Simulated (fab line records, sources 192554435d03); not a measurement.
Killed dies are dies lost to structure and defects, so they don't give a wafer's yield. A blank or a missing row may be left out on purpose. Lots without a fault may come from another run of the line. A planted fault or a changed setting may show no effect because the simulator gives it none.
fab line records | flow n5_finfet
record lots=5 wafers=15 last_day=20
route steps=1938 shown BEOL_M4@1029
lots that met no fault: from a run of the same line without faults
start_h: hours from the record's first day to the start of the lot's first wafer shown | wait_h: hours since the lot's step before | " the same as in the row above | L1.1+2: a row that stands for several wafers | - no value, or no start given | * or withheld: withheld | < > ~ a bound
route shown NAME@n: a module of which the file shows steps, and the number in the route of the first | usual: mean/standard deviation of fault-free wafers | same: alike in all rows | chamber/n: place in a boat | sites: the reading at each site | _std_site: their standard deviation | _edge_site: outer sites' mean less inner sites' | radius_mm: how far each site lies from the wafer's centre | mask NAME#n: copy n | behind: the tool/chamber that last shaped the wafer | hold: why the lot was held/for how many hours/how that ended | device: the transistor (n, p or np) that didn't switch | end of line: the same wafers' tests at the end of the route | a step without rows: its recipe alone | killed: dies lost to structure and defects at the first sort, not the wafer's yield | map: a wafer's dies, x killed, . not, _ none there
set.NAME: the setting as run; set.NAME@STEP: as run at that earlier step | model.NAME: the simulator's own value behind a step, which no gauge read
lots at some steps of the route; a table a step, a row a wafer
services: from which hour (start_h, from the record's first day; less than 0 if before it) a tool's chamber was out of use, for how many hours, and why
## steps
# step N5_BEOL_M4_EBR_07
# recipe solvent=PGMEA ebr_width_mm=1.5
# columns lot.wafer tool chamber start_h wait_h
L074.1+4+6 litho_track-04 0 - -
L082.1+3+6 litho_track-04 0 - -
L086.1+3+5 litho_track-04 0 - -
L093.1+2+5 litho_track-02 0 - -
L096.1+5+6 litho_track-05 0 - -
# step N5_BEOL_M4_SOFTBAKE_06
# recipe temp_c=110 time_s=60 resist=CAR-EUV
# columns lot.wafer tool chamber start_h wait_h
L074.1+4+6 litho_track-04 0 - -
L082.1+3+6 litho_track-04 0 - -
L086.1+3+5 litho_track-04 0 - -
L093.1+2+5 litho_track-02 0 - -
L096.1+5+6 litho_track-05 0 - -
# step N5_BEOL_M4_EXPOSE_08
# recipe mask_id=M4 na=0.33 source_shape=dipole sigma_inner=0.369 sigma_outer=0.767 polarization=unpolarized dose_mj=41.25
# usual exposure_dose_mJ_cm2=41.12/0.06
# columns lot.wafer tool chamber start_h wait_h mask exposure_dose_mJ_cm2
L074.1 euv_scanner-02 0 167.86 - M4#0 41.25
L074.4 " 0 " " M4#0 41.21
L074.6 " 0 " " M4#0 41.21
L082.1 euv_scanner-01 0 228.08 - M4#0 41.13
L082.3 " 0 " " M4#0 41.11
L082.6 " 0 " " M4#0 41.13
L086.1 euv_scanner-01 0 283.02 - M4#0 41.07
L086.3 " 0 " " M4#0 41.06
L086.5 " 0 " " M4#0 41.07
L093.1 euv_scanner-02 0 307.80 - M4#0 41.15
L093.2 " 0 " " M4#0 41.10
L093.5 " 0 " " M4#0 41.17
L096.1 euv_scanner-02 0 323.53 - M4#0 41.19
L096.5 " 0 " " M4#0 41.14
L096.6 " 0 " " M4#0 41.15
# step N5_BEOL_M4_PEB_09
# recipe peb_temp_c=100 peb_time_s=60 resist=CAR-EUV
# columns lot.wafer tool chamber start_h wait_h
L074.1+4+6 litho_track-02 0 167.92 0.1
L082.1+3+6 litho_track-04 0 228.14 0.1
L086.1+3+5 litho_track-04 0 283.09 0.1
L093.1+2+5 litho_track-05 0 307.87 0.1
L096.1+5+6 litho_track-02 0 323.59 0.1
# step N5_BEOL_M4_DEVELOP_10
# recipe develop_time_s=30 developer=TMAH resist=CAR-EUV rinse_liquid=surfactant_rinse dry=air_spin dev_temp_c=23
# columns lot.wafer tool chamber start_h wait_h
L074.1+4+6 litho_track-02 0 - -
L082.1+3+6 litho_track-04 0 - -
L086.1+3+5 litho_track-04 0 - -
L093.1+2+5 litho_track-05 0 - -
L096.1+5+6 litho_track-02 0 - -
# step N5_BEOL_M4_CD_MEAS_11
# recipe target_cd_nm=16.79 landing_energy_ev=500 detector=se_inlens polarity=opening
# usual cd_nm=16.81/0.24
# columns lot.wafer tool chamber start_h wait_h cd_nm
L074.1 cd_sem-01 0 167.99 - 17.17
L074.4 " 0 " " 16.79
L074.6 " 0 " " 17.06
L082.1 cd_sem-01 0 228.21 - 16.90
L082.3 " 0 " " 16.77
L082.6 " 0 " " 17.39
L086.1 cd_sem-02 0 283.15 - 16.87
L086.3 " 0 " " 16.63
L086.5 " 0 " " 16.73
L093.1 cd_sem-03 0 307.93 - 16.79
L093.2 " 0 " " 16.87
L093.5 " 0 " " 16.13
L096.1 cd_sem-02 0 323.66 - 17.14
L096.5 " 0 " " 16.74
L096.6 " 0 " " 17.21
# step N5_BEOL_M4_OVL_MEAS_12
# recipe points_per_wafer=522
# usual M4_OVL=0.3/0.71
# columns lot.wafer tool chamber start_h wait_h M4_OVL[nm]
L074.1 overlay-02 0 168.02 0.0 0.0
L074.4 " 0 " " 0.3
L074.6 " 0 " " 0.0
L082.1 overlay-02 0 228.24 0.0 1.1
L082.3 " 0 " " 1.4
L082.6 " 0 " " 0.8
L086.1 overlay-02 0 283.19 0.0 0.4
L086.3 " 0 " " 0.5
L086.5 " 0 " " -0.2
L093.1 overlay-01 0 307.96 0.0 0.8
L093.2 " 0 " " 0.5
L093.5 " 0 " " 0.3
L096.1 overlay-01 0 323.69 0.0 -0.8
L096.5 " 0 " " -1.0
L096.6 " 0 " " -1.4
# step N5_BEOL_M4_INSPECT_13
# recipe mode=adi inspect_instrument=brightfield
# usual raw_defect_count=432/97
# columns lot.wafer tool chamber start_h wait_h raw_defect_count
L074.1 defect_inspect-02 - 168.08 0.1 453
L074.4 " - " " 416
L074.6 " - " " 472
L082.1 defect_inspect-02 - 228.55 0.3 689
L082.3 " - " " 415
L082.6 " - " " 471
L086.1 defect_inspect-02 - 283.24 0.1 427
L086.3 " - " " 644
L086.5 " - " " 439
L093.1 defect_inspect-02 - 308.02 0.1 487
L093.2 " - " " 486
L093.5 " - " " 618
L096.1 defect_inspect-01 - 323.75 0.1 472
L096.5 " - " " 514
L096.6 " - " " 438
# step N5_BEOL_M4_DESCUM_16
# recipe chemistry=O2 time_s=7 source_power_w=50 bias_power_w=20 pressure_mtorr=20 rf_frequency_hz=2.712e+07 temp_c=40 resist=CAR-EUV o2_flow_sccm=225
# usual drypump_motor_current_A=5.6/0.43 oes_product_au=0.77/0.084 rf_vpp_V=242.8/1.5 showerhead_plenum_p_Torr=2.08/0.076 temp_c=40.03/0.1 throttle_valve_pct=20.47/0.24
# columns lot.wafer tool chamber start_h wait_h drypump_motor_current_A oes_product_au rf_hours_counter_h rf_vpp_V showerhead_plenum_p_Torr temp_c throttle_valve_pct
L074.1 rie_diel-05 0 168.24 0.2 5.2 0.74 184 242.3 1.96 40.08 20.09
L074.4 " 2 " " 5.3 0.70 215 243.9 2.14 40.08 20.36
L074.6 " 3 " " 5.4 0.68 - 241.2 1.99 39.90 20.46
L082.1 rie_diel-01 1 228.59 0.0 5.8 0.78 128 245.5 2.19 39.95 20.16
L082.3 " 2 " " 5.1 0.70 217 241.4 2.06 40.09 20.60
L082.6 " 1 " " 5.8 0.78 - 245.5 2.19 40.11 20.15
L086.1 rie_diel-01 3 283.33 0.1 5.0 0.73 176 242.4 2.01 40.07 20.72
L086.3 " 0 " " 6.3 0.95 12 243.0 2.16 40.03 20.32
L086.5 " 3 " " 5.0 0.73 - 240.6 2.01 40.12 20.70
L093.1 rie_diel-01 0 308.06 0.0 6.2 0.92 21 244.8 2.16 40.01 20.35
L093.2 " 1 " " 5.8 0.75 160 244.9 2.18 39.99 20.20
L093.5 " 3 " " 5.1 0.72 - 240.7 2.01 39.99 20.72
L096.1 rie_diel-04 0 323.78 0.0 5.8 0.74 172 243.4 2.11 40.12 20.26
L096.5 " 0 " " 5.8 0.75 - 241.9 2.11 40.09 20.26
L096.6 " 3 " " 5.5 0.73 - 241.1 2.02 40.11 20.66
# step N5_BEOL_M4_ETCH_74
# recipe chemistry=N2/H2 target=underlayer target_depth_a=65 mask_material=CAR-EUV time_s=5.2 ion_energy_ev=200 pressure_mtorr=30 source_w=840 bias_w=150 n2_flow_sccm=200 h2_flow_sccm=200 ends=cleared
# usual drypump_motor_current_A=5.6/0.43 etch_rf_on_time_s=5.15/0.16 n2_flow_sccm=200.2/0.61 oes_product_au=0.66/0.072 rf_vpp_V=523.4/2.8 showerhead_plenum_p_Torr=2.52/0.095 throttle_valve_pct=17.85/0.28
# columns lot.wafer tool chamber start_h wait_h drypump_motor_current_A etch_rf_on_time_s n2_flow_sccm oes_product_au rf_hours_counter_h rf_vpp_V showerhead_plenum_p_Torr throttle_valve_pct
L074.1 rie_diel-05 0 168.27 0.0 5.1 5.18 200.3 0.64 184 522.3 2.43 17.84
L074.4 " 2 " " 5.3 5.45 199.4 0.59 215 528.0 2.58 17.65
L074.6 " 3 " " 5.5 5.33 200.8 0.58 - 521.0 2.37 17.57
L082.1 rie_diel-01 1 228.62 0.0 5.8 5.36 200.7 0.65 128 526.1 2.69 17.80
L082.3 " 2 " " 5.1 5.14 199.8 0.60 217 523.8 2.54 18.33
L082.6 " 1 " " 5.9 5.36 200.5 0.67 - 526.0 2.69 17.81
L086.1 rie_diel-01 3 283.37 0.0 5.1 5.25 201.2 0.63 176 520.1 2.40 17.79
L086.3 " 0 " " 6.3 4.91 200.3 0.83 12 525.9 2.58 17.49
L086.5 " 3 " " 5.1 5.23 200.3 0.64 - 523.6 2.40 17.83
L093.1 rie_diel-01 0 308.09 0.0 6.2 4.90 199.5 0.79 21 525.7 2.57 17.49
L093.2 " 1 " " 5.8 5.32 199.1 0.63 160 525.0 2.67 17.88
L093.5 " 3 " " 5.1 5.22 199.1 0.62 - 522.1 2.40 17.83
L096.1 rie_diel-04 0 323.82 0.0 5.8 5.14 200.6 0.64 172 526.1 2.55 17.68
L096.5 " 0 " " 5.8 5.22 201.3 0.64 - 523.9 2.55 17.68
L096.6 " 3 " " 5.5 4.82 200.5 0.65 - 517.4 2.41 17.85
# step N5_BEOL_M4_ETCH_63
# recipe chemistry=CF4 target=SiARC target_depth_a=156 mask_material=CAR-EUV time_s=26 ion_energy_ev=80 pressure_mtorr=40 source_w=545 bias_w=36 Ar_flow_sccm=100 cf4_flow_sccm=100 ends=cleared
# usual cf4_flow_sccm=100.0/0.3 drypump_motor_current_A=5.6/0.43 etch_rf_on_time_s=25.8/0.82 oes_product_au=0.66/0.071 rf_vpp_V=183.9/1.2 showerhead_plenum_p_Torr=2.13/0.077 throttle_valve_pct=15.64/0.24
# columns lot.wafer tool chamber start_h wait_h cf4_flow_sccm drypump_motor_current_A etch_rf_on_time_s oes_product_au rf_hours_counter_h rf_vpp_V showerhead_plenum_p_Torr throttle_valve_pct
L074.1 rie_diel-05 0 168.29 0.0 99.6 5.1 25.7 0.64 184 182.1 2.04 15.41
L074.4 " 2 " " 100.2 5.3 26.5 0.59 215 185.1 2.21 15.74
L074.6 " 3 " " 100.0 5.5 26.3 0.58 - 183.0 2.05 15.63
L082.1 rie_diel-01 1 228.64 0.0 100.1 5.8 26.9 0.66 128 184.9 2.24 15.44
L082.3 " 2 " " 100.0 5.1 25.9 0.60 217 183.9 2.10 15.73
L082.6 " 1 " " 99.7 5.9 26.9 0.65 - 185.8 2.24 15.44
L086.1 rie_diel-01 3 283.38 0.0 100.3 5.1 26.2 0.63 176 182.2 2.05 15.81
L086.3 " 0 " " 99.5 6.3 24.9 0.81 12 184.0 2.19 15.36
L086.5 " 3 " " 100.0 5.1 26.5 0.63 - 183.1 2.05 15.80
L093.1 rie_diel-01 0 308.11 0.0 100.3 6.3 24.8 0.80 21 185.4 2.19 15.38
L093.2 " 1 " " 99.6 5.8 27.0 0.64 160 185.9 2.23 15.51
L093.5 " 3 " " 100.0 5.0 26.6 0.62 - 182.5 2.05 15.82
L096.1 rie_diel-04 0 323.84 0.0 99.9 5.8 26.5 0.63 172 185.2 2.11 15.25
L096.5 " 0 " " 99.5 5.8 26.5 0.63 - 184.3 2.11 15.27
L096.6 " 3 " " 99.8 5.5 24.6 0.64 - 183.2 2.04 15.71
# step N5_BEOL_M4_ETCH_64
# recipe chemistry=N2/H2 target=SOC target_depth_a=750 overetch_a=225 mask_material=SiARC temp_c=40 time_s=121.9 ion_energy_ev=200 pressure_mtorr=30 source_w=840 bias_w=150 n2_flow_sccm=200 h2_flow_sccm=200
# usual drypump_motor_current_A=5.6/0.43 n2_flow_sccm=200.0/0.64 oes_product_au=0.59/0.057 rf_vpp_V=523.4/2.6 showerhead_plenum_p_Torr=2.52/0.095 temp_c=40.00/0.12 throttle_valve_pct=17.80/0.28
# columns lot.wafer tool chamber start_h wait_h drypump_motor_current_A n2_flow_sccm oes_product_au rf_hours_counter_h rf_vpp_V showerhead_plenum_p_Torr temp_c throttle_valve_pct
L074.1 rie_diel-05 0 168.32 0.0 5.2 199.9 0.57 184 521.2 2.43 40.05 17.79
L074.4 " 2 " " 5.3 200.6 0.54 215 527.1 2.58 39.67 17.60
L074.6 " 3 " " 5.5 200.0 0.53 - 520.0 2.37 39.91 17.53
L082.1 rie_diel-01 1 228.67 0.0 5.8 201.0 0.60 128 527.8 2.69 40.03 17.76
L082.3 " 2 " " 5.1 200.7 0.54 217 523.7 2.54 39.93 18.31
L082.6 " 1 " " 5.8 200.4 0.60 - 528.4 2.69 40.00 17.76
L086.1 rie_diel-01 3 283.41 0.0 5.0 200.0 0.57 176 520.5 2.40 39.99 17.78
L086.3 " 0 " " 6.2 200.5 0.71 12 525.6 2.58 39.93 17.44
L086.5 " 3 " " 5.1 200.3 0.57 - 521.3 2.40 39.80 17.75
L093.1 rie_diel-01 0 308.14 0.0 6.3 200.2 0.68 21 526.3 2.57 39.94 17.44
L093.2 " 1 " " 5.8 198.4 0.57 160 526.7 2.67 40.17 17.81
L093.5 " 3 " " 5.1 199.9 0.56 - 522.0 2.40 40.02 17.79
L096.1 rie_diel-04 0 323.86 0.0 5.8 200.1 0.57 172 523.6 2.55 39.89 17.64
L096.5 " 0 " " 5.8 200.0 0.56 - 523.4 2.55 40.06 17.64
L096.6 " 3 " " 5.5 199.8 0.56 - 519.6 2.41 39.90 17.80
# step N5_BEOL_M4_STRIP_65
# recipe chemistry=N2/H2 temp_c=40 n2_flow_sccm=200 h2_flow_sccm=200 rf_frequency_hz=6e+07
# columns lot.wafer tool chamber start_h wait_h
L074.1+4+6 rie_diel-05 0,2,3 168.43 0.1
L082.1+3+6 rie_diel-01 1,2,1 228.78 0.1
L086.1+3+5 rie_diel-01 3,0,3 283.52 0.1
L093.1+2+5 rie_diel-01 0,1,3 308.25 0.1
L096.1+5+6 rie_diel-04 0,0,3 323.98 0.1
# step N5_BEOL_M4_STRIP_75
# recipe chemistry=N2/H2 temp_c=40 n2_flow_sccm=200 h2_flow_sccm=200 rf_frequency_hz=6e+07
# columns lot.wafer tool chamber start_h wait_h
L074.1+4+6 rie_diel-05 0,2,3 168.44 0.0
L082.1+3+6 rie_diel-01 1,2,1 228.79 0.0
L086.1+3+5 rie_diel-01 3,0,3 283.53 0.0
L093.1+2+5 rie_diel-01 0,1,3 308.26 0.0
L096.1+5+6 rie_diel-04 0,0,3 323.99 0.0
# step N5_BEOL_M4_STRIP_66
# recipe chemistry=CF4 resist=SiARC power_w=300 bias_power_w=75 pressure_mtorr=50 cf4_flow_sccm=150 rf_frequency_hz=6e+07
# usual cf4_flow_sccm=150.0/0.45 drypump_motor_current_A=5.6/0.43 oes_product_au=0.76/0.073 rf_vpp_V=270.8/1.6 showerhead_plenum_p_Torr=1.78/0.06 throttle_valve_pct=13.60/0.25
# columns lot.wafer tool chamber start_h wait_h cf4_flow_sccm drypump_motor_current_A oes_product_au rf_hours_counter_h rf_vpp_V showerhead_plenum_p_Torr throttle_valve_pct
L074.1 rie_diel-05 0 168.45 0.0 150.5 5.2 0.74 184 268.1 1.70 13.40
L074.4 " 2 " " 150.0 5.2 0.70 215 272.2 1.83 13.67
L074.6 " 3 " " 149.6 5.4 0.68 - 269.9 1.71 13.61
L082.1 rie_diel-01 1 228.80 0.0 150.1 5.8 0.78 128 273.2 1.86 13.37
L082.3 " 2 " " 150.6 5.1 0.69 217 271.7 1.75 13.67
L082.6 " 1 " " 150.3 5.8 0.78 - 271.7 1.86 13.39
L086.1 rie_diel-01 3 283.54 0.0 149.8 5.0 0.74 176 268.6 1.72 13.79
L086.3 " 0 " " 149.6 6.2 0.92 12 272.8 1.83 13.29
L086.5 " 3 " " 151.1 5.0 0.74 - 270.2 1.72 13.79
L093.1 rie_diel-01 0 308.27 0.0 150.6 6.2 0.90 21 272.8 1.83 13.29
L093.2 " 1 " " 150.1 5.8 0.75 160 272.8 1.85 13.45
L093.5 " 3 " " 149.7 5.0 0.73 - 269.0 1.72 13.82
L096.1 rie_diel-04 0 324.00 0.0 150.2 5.8 0.74 172 270.0 1.76 13.27
L096.5 " 0 " " 150.1 5.8 0.74 - 271.3 1.76 13.25
L096.6 " 3 " " 149.9 5.5 0.73 - 268.4 1.71 13.69
# step N5_BEOL_M4_HM_OPEN_17
# recipe chemistry=Cl2/BCl3 target_depth_a=200 overetch_a=60 target=TiN mask_material=SOC ion_energy_ev=150 pressure_mtorr=10 icp_w=1000 bias_w=126 Cl2_flow_sccm=53.25 bcl3_flow_sccm=21.75 Ar_flow_sccm=25
# usual drypump_motor_current_A=5.65/0.15 oes_product_au=0.70/0.073 throttle_valve_pct=22.18/0.26
# columns lot.wafer tool chamber start_h wait_h drypump_motor_current_A oes_product_au rf_hours_counter_h throttle_valve_pct
L074.1 rie_metal-02 0 168.49 0.0 5.64 0.70 30 21.86
L074.4 " 0 " " 5.66 0.71 - 21.81
L074.6 " 0 " " 5.64 0.71 - 21.84
L082.1 rie_metal-03 0 228.84 0.0 5.69 0.54 121 22.61
L082.3 " 1 " " 5.72 0.79 - 22.16
L082.6 " 1 " " 5.73 0.77 - 22.17
L086.1 rie_metal-03 1 283.58 0.0 5.73 0.75 9 22.17
L086.3 " 1 " " 5.73 0.75 - 22.19
L086.5 " 1 " " 5.76 0.75 - 22.19
L093.1 rie_metal-03 1 308.31 0.0 5.72 0.74 13 22.18
L093.2 " 0 " " 5.73 0.83 1 22.19
L093.5 " 1 " " 5.73 0.73 - 22.20
L096.1 rie_metal-03 1 324.04 0.0 5.73 0.73 14 22.21
L096.5 " 1 " " 5.72 0.73 - 22.20
L096.6 " 0 " " 5.70 0.82 - 22.20
# step N5_BEOL_M4_STRIP_19
# recipe chemistry=O2 power_w=400 temp_c=40 pressure_mtorr=30 rf_frequency_hz=6e+07 bias_power_w=0 overash_fraction=0.2 o2_flow_sccm=225
# usual drypump_motor_current_A=5.6/0.4 oes_product_au=0.78/0.092 rf_vpp_V=3.7/0.49 showerhead_plenum_p_Torr=2.09/0.084 temp_c=39.99/0.11 throttle_valve_pct=16.66/0.26
# same overash_fraction=0.2
# columns lot.wafer tool chamber start_h wait_h drypump_motor_current_A oes_product_au rf_hours_counter_h rf_vpp_V showerhead_plenum_p_Torr temp_c throttle_valve_pct
L074.1 rie_diel-05 3 168.60 0.1 5.4 0.69 228 2.7 2.00 40.05 16.67
L074.4 " 2 " " 5.2 0.70 215 3.7 2.14 40.00 16.66
L074.6 " 2 " " 5.2 0.70 - 3.7 2.14 39.96 16.68
L082.1 rie_diel-04 3 228.96 0.1 5.5 0.74 160 3.7 2.03 39.96 16.86
L082.3 " 2 " " 5.6 0.88 43 3.4 2.11 39.92 16.69
L082.6 " 1 " " 6.1 0.71 - 3.7 2.00 39.91 16.94
L086.1 rie_diel-04 1 283.78 0.2 6.2 0.70 213 4.4 1.99 39.97 16.97
L086.3 " 2 " " 5.6 0.85 66 3.7 2.10 39.98 16.71
L086.5 " 1 " " 6.2 0.70 - 2.7 1.99 40.15 16.96
L093.1 rie_diel-01 1 308.43 0.1 5.8 0.76 160 4.2 2.18 40.12 16.52
L093.2 " 0 " " 6.3 0.92 21 3.6 2.16 40.04 16.54
L093.5 " 2 " " 5.1 0.68 - 3.8 2.06 40.21 16.92
L096.1 rie_diel-05 3 324.25 0.2 5.4 0.93 26 3.6 2.24 39.98 16.25
L096.5 " 2 " " 5.3 0.92 - 4.0 2.12 40.03 16.32
L096.6 " 3 " " 5.4 0.94 - 3.0 2.24 39.92 16.23
# step N5_BEOL_M4_CD_MEAS_18
# recipe pitch_nm=36 target_cd_nm=18
# usual cd_nm=18.1/0.47
# columns lot.wafer tool chamber start_h wait_h cd_nm
L074.1 cd_sem-03 - 168.67 0.0 17.5
L074.4 " - " " 18.3
L074.6 " - " " 17.8
L082.1 cd_sem-02 - 229.03 0.0 17.9
L082.3 " - " " 18.2
L082.6 " - " " 17.6
L086.1 cd_sem-02 - 283.85 0.0 18.2
L086.3 " - " " 18.7
L086.5 " - " " 17.9
L093.1 cd_sem-02 - 308.50 0.0 18.8
L093.2 " - " " 17.4
L093.5 " - " " 17.6
L096.1 cd_sem-02 - 324.32 0.0 19.2
L096.5 " - " " 18.1
L096.6 " - " " 18.4
# step N5_BEOL_M4_COAT_67
# recipe resist=SOC temp_c=250 time_s=60 spin_rpm=1500 resist_thk_nm=60
# columns lot.wafer tool chamber start_h wait_h
L074.1+4+6 litho_track-04 0 168.71 0.0
L082.1+3+6 litho_track-04 0 229.07 0.0
L086.1+3+5 litho_track-04 0 283.89 0.0
L093.1+2+5 litho_track-05 0 308.54 0.0
L096.1+5+6 litho_track-02 0 324.35 0.0
# step N5_BEOL_M4_COAT_68
# recipe resist=SiARC temp_c=220 time_s=60 spin_rpm=1500 resist_thk_nm=12
# columns lot.wafer tool chamber start_h wait_h
L074.1+4+6 litho_track-04 0 - -
L082.1+3+6 litho_track-04 0 - -
L086.1+3+5 litho_track-04 0 - -
L093.1+2+5 litho_track-05 0 - -
L096.1+5+6 litho_track-02 0 - -
# step N5_BEOL_M4_COAT_76
# recipe resist=underlayer temp_c=205 time_s=60 spin_rpm=1500 resist_thk_nm=5
# columns lot.wafer tool chamber start_h wait_h
L074.1+4+6 litho_track-04 0 - -
L082.1+3+6 litho_track-04 0 - -
L086.1+3+5 litho_track-04 0 - -
L093.1+2+5 litho_track-05 0 - -
L096.1+5+6 litho_track-02 0 - -
# step N5_BEOL_M4_COAT_22
# recipe resist=CAR-EUV spin_rpm=1500 resist_thk_nm=30
# columns lot.wafer tool chamber start_h wait_h
L074.1+4+6 litho_track-04 0 - -
L082.1+3+6 litho_track-04 0 - -
L086.1+3+5 litho_track-04 0 - -
L093.1+2+5 litho_track-05 0 - -
L096.1+5+6 litho_track-02 0 - -
# step N5_BEOL_M4_EBR_24
# recipe solvent=PGMEA ebr_width_mm=1.5
# columns lot.wafer tool chamber start_h wait_h
L074.1+4+6 litho_track-04 0 - -
L082.1+3+6 litho_track-04 0 - -
L086.1+3+5 litho_track-04 0 - -
L093.1+2+5 litho_track-05 0 - -
L096.1+5+6 litho_track-02 0 - -
# step N5_BEOL_M4_SOFTBAKE_23
# recipe temp_c=110 time_s=60 resist=CAR-EUV
# columns lot.wafer tool chamber start_h wait_h
L074.1+4+6 litho_track-04 0 - -
L082.1+3+6 litho_track-04 0 - -
L086.1+3+5 litho_track-04 0 - -
L093.1+2+5 litho_track-05 0 - -
L096.1+5+6 litho_track-02 0 - -
# step N5_BEOL_M4_EXPOSE_25
# recipe mask_id=V3 na=0.33 source_shape=quasar sigma_inner=0.2 sigma_outer=0.8 polarization=unpolarized defocus_nm=5 dose_mj=63
# usual exposure_dose_mJ_cm2=62.82/0.068
# columns lot.wafer tool chamber start_h wait_h mask exposure_dose_mJ_cm2
L074.1 euv_scanner-01 0 168.97 - V3#0 62.84
L074.4 " 0 " " V3#0 62.94
L074.6 " 0 " " V3#0 62.82
L082.1 euv_scanner-02 0 229.33 - V3#0 62.87
L082.3 " 0 " " V3#0 62.81
L082.6 " 0 " " V3#0 62.90
L086.1 euv_scanner-02 0 284.03 - V3#0 62.89
L086.3 " 0 " " V3#0 62.99
L086.5 " 0 " " V3#0 62.96
L093.1 euv_scanner-02 0 308.67 - V3#0 62.86
L093.2 " 0 " " V3#0 62.85
L093.5 " 0 " " V3#0 62.82
L096.1 euv_scanner-01 0 324.61 - V3#0 62.71
L096.5 " 0 " " V3#0 62.82
L096.6 " 0 " " V3#0 62.77
# step N5_BEOL_M4_PEB_26
# recipe peb_temp_c=100 peb_time_s=60 resist=CAR-EUV
# columns lot.wafer tool chamber start_h wait_h
L074.1+4+6 litho_track-05 0 169.05 0.1
L082.1+3+6 litho_track-04 0 229.41 0.1
L086.1+3+5 litho_track-02 0 284.11 0.1
L093.1+2+5 litho_track-02 0 308.75 0.1
L096.1+5+6 litho_track-05 0 324.69 0.1
# step N5_BEOL_M4_DEVELOP_27
# recipe develop_time_s=30 developer=TMAH resist=CAR-EUV rinse_liquid=surfactant_rinse dry=air_spin dev_temp_c=23
# columns lot.wafer tool chamber start_h wait_h
L074.1+4+6 litho_track-05 0 - -
L082.1+3+6 litho_track-04 0 - -
L086.1+3+5 litho_track-02 0 - -
L093.1+2+5 litho_track-02 0 - -
L096.1+5+6 litho_track-05 0 - -
# step N5_BEOL_M4_CD_MEAS_28
# recipe target_cd_nm=26.2 landing_energy_ev=500 detector=se_inlens target_cd_y_nm=24.1 polarity=opening
# usual cd_nm=26.13/0.24
# columns lot.wafer tool chamber start_h wait_h cd_nm
L074.1 cd_sem-02 0 169.12 - 26.33
L074.4 " 0 " " 26.23
L074.6 " 0 " " 25.90
L082.1 cd_sem-02 0 229.47 - 26.46
L082.3 " 0 " " 25.92
L082.6 " 0 " " 26.16
L086.1 cd_sem-03 0 284.17 - 26.06
L086.3 " 0 " " 26.30
L086.5 " 0 " " 26.17
L093.1 cd_sem-02 0 308.82 - 25.98
L093.2 " 0 " " 25.77
L093.5 " 0 " " 26.17
L096.1 cd_sem-02 0 324.76 - 26.46
L096.5 " 0 " " 26.68
L096.6 " 0 " " 26.27
# step N5_BEOL_M4_OVL_MEAS_29
# recipe points_per_wafer=522
# usual V3_OVL=0.1/0.65
# columns lot.wafer tool chamber start_h wait_h V3_OVL[nm]
L074.1 overlay-01 0 169.15 0.0 0.6
L074.4 " 0 " " 1.8
L074.6 " 0 " " 1.1
L082.1 overlay-01 0 229.50 0.0 0.5
L082.3 " 0 " " -0.6
L082.6 " 0 " " 0.4
L086.1 overlay-02 0 284.21 0.0 0.8
L086.3 " 0 " " -0.2
L086.5 " 0 " " -0.5
L093.1 overlay-01 0 308.85 0.0 0.8
L093.2 " 0 " " 0.7
L093.5 " 0 " " -0.9
L096.1 overlay-02 0 324.79 0.0 -0.3
L096.5 " 0 " " -1.0
L096.6 " 0 " " -0.5
# step N5_BEOL_M4_INSPECT_30
# recipe mode=adi inspect_instrument=brightfield
# usual raw_defect_count=429/97
# columns lot.wafer tool chamber start_h wait_h raw_defect_count
L074.1 defect_inspect-02 - 169.20 0.1 460
L074.4 " - " " 412
L074.6 " - " " 469
L082.1 defect_inspect-02 - 229.56 0.1 692
L082.3 " - " " 396
L082.6 " - " " 496
L086.1 defect_inspect-01 - 284.26 0.1 395
L086.3 " - " " 639
L086.5 " - " " 404
L093.1 defect_inspect-01 - 308.91 0.1 480
L093.2 " - " " 459
L093.5 " - " " 571
L096.1 defect_inspect-01 - 324.85 0.1 467
L096.5 " - " " 510
L096.6 " - " " 441
# step N5_BEOL_M4_DESCUM_33
# recipe chemistry=O2 time_s=7 source_power_w=50 bias_power_w=20 pressure_mtorr=20 rf_frequency_hz=2.712e+07 temp_c=40 resist=CAR-EUV o2_flow_sccm=225
# usual drypump_motor_current_A=5.6/0.42 oes_product_au=0.77/0.084 rf_vpp_V=243.0/1.5 showerhead_plenum_p_Torr=2.08/0.081 temp_c=40.01/0.12 throttle_valve_pct=20.45/0.27
# columns lot.wafer tool chamber start_h wait_h drypump_motor_current_A oes_product_au rf_hours_counter_h rf_vpp_V showerhead_plenum_p_Torr temp_c throttle_valve_pct
L074.1 rie_diel-01 3 169.29 0.1 5.1 0.77 131 240.6 2.03 39.96 20.64
L074.4 " 1 " " 5.8 0.80 106 245.3 2.20 40.02 20.12
L074.6 " 1 " " 5.8 0.81 - 243.1 2.20 40.02 20.13
L082.1 rie_diel-01 1 229.60 0.0 5.8 0.79 128 245.2 2.19 40.06 20.16
L082.3 " 3 " " 5.1 0.76 154 243.5 2.02 40.00 20.68
L082.6 " 2 " " 5.1 0.70 - 244.6 2.06 39.89 20.56
L086.1 rie_diel-05 0 284.30 0.0 5.2 0.71 226 242.0 1.95 39.78 20.14
L086.3 " 3 " " 5.4 0.99 9 244.4 2.25 39.88 20.00
L086.5 " 1 " " 6.2 0.75 - 244.3 2.09 40.24 20.89
L093.1 rie_diel-04 0 308.94 0.0 5.8 0.76 168 243.2 2.12 39.90 20.25
L093.2 " 3 " " 5.5 0.74 190 241.6 2.02 39.88 20.67
L093.5 " 1 " " 6.1 0.69 - 240.6 1.98 39.87 20.68
L096.1 rie_diel-05 2 324.88 0.0 5.3 0.92 17 245.4 2.12 40.12 20.12
L096.5 " 2 " " 5.3 0.92 - 244.5 2.12 40.15 20.13
L096.6 " 1 " " 6.2 0.73 - 242.8 2.09 40.10 20.90
## services
# columns tool chamber start_h hours kind
rie_metal-02 - 146.01 0.5 repair
euv_scanner-02 - 153.68 1.0 pm
euv_scanner-01 - 169.38 1.0 pm
rie_diel-01 2 171.91 16.9 repair
rie_diel-04 2 196.85 3.7 repair
rie_metal-03 1 198.13 8.4 repair
euv_scanner-02 - 209.83 1.0 pm
rie_diel-01 0 223.62 - clean
rie_metal-02 1 225.03 36.0 repair
euv_scanner-01 - 225.53 1.0 pm
rie_metal-03 - 256.49 1.2 repair
euv_scanner-02 - 259.35 4.0 repair
euv_scanner-02 - 263.37 4.6 pm
rie_diel-04 0 268.44 10.6 repair
euv_scanner-01 - 272.72 2.7 repair
rie_diel-04 3 273.77 2.0 repair
euv_scanner-01 - 281.68 1.0 pm
rie_diel-05 1 286.76 30.4 repair
euv_scanner-01 - 292.69 4.6 pm
euv_scanner-01 - 307.33 12.0 pm
rie_diel-01 1 313.20 6.2 repair
euv_scanner-02 - 319.53 0.4 repair
euv_scanner-02 - 322.13 1.0 pm
euv_scanner-02 - 324.17 2.5 repair
## key
fault none
